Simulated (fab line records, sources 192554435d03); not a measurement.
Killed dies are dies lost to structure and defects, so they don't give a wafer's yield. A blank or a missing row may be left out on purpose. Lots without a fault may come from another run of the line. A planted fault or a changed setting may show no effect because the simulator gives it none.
Chamber matching | flow n5_finfet | N5_FIN_SAQP_SPACER1_ALD_24 on ald_sin-04: 4 sister chambers
The step deposits SiO2, target thk 20.3 nm, pulse time 1 s, purge time 2 s. 8 wafers are shown with their chamber, then 8 later ones without.

WAFERS WITH THEIR CHAMBER
wafer  | chamber | heater_power_w (W) | precursor_pulse_height_rel
L074.4 | 3       | 406                | 0.976
L078.3 | 0       | 540                | 0.987
L084.5 | 2       | 533                | 1.031
L084.6 | 3       | 414                | 0.957
L087.4 | 2       | 521                | 0.993
L087.5 | 1       | 529                | 1.017
L087.6 | 0       | 547                | 0.991
L088.1 | 1       | 542                | 0.994

WAFERS WITHOUT THEIR CHAMBER
wafer  | heater_power_w (W) | precursor_pulse_height_rel
L088.3 | 530                | 1.007
L088.5 | 565                | 0.986
L091.2 | 404                | 1.008
L091.3 | 548                | 1.000
L091.4 | 523                | 1.001
L096.2 | 520                | 1.005
L096.5 | 569                | 0.985
L096.6 | 529                | 0.967

WHICH CHAMBER EACH WENT THROUGH
wafer  | from the rows above          | in truth
L088.3 | can't be placed: 2 or 1 or 0 | 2
L088.5 | can't be placed: 0 or 1      | 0
L091.2 | 3                            | 3
L091.3 | can't be placed: 0 or 1      | 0
L091.4 | can't be placed: 2 or 1      | 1
L096.2 | can't be placed: 2 or 1      | 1
L096.5 | can't be placed: 0 or 1      | 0
L096.6 | can't be placed: 0 or 1 or 2 | 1
Placed correctly: 1 of 8. Can't be placed from these rows: 7 (the true chamber is among the candidates in 7). Placed wrongly: 0.
How it was worked out, from the rows above alone: a wafer's distance from a chamber is the root of the sum, over the readings, of the square of ((its reading less the chamber's mean) divided by the reading's scatter). The wafer belongs to the nearest chamber; if the next one is less than 2 further off, it can't be placed. A chamber's mean is the mean of its shown wafers. The scatter: the root of (the sum of the squares of (reading less its chamber's mean) over the shown wafers, divided by (wafers less chambers)).
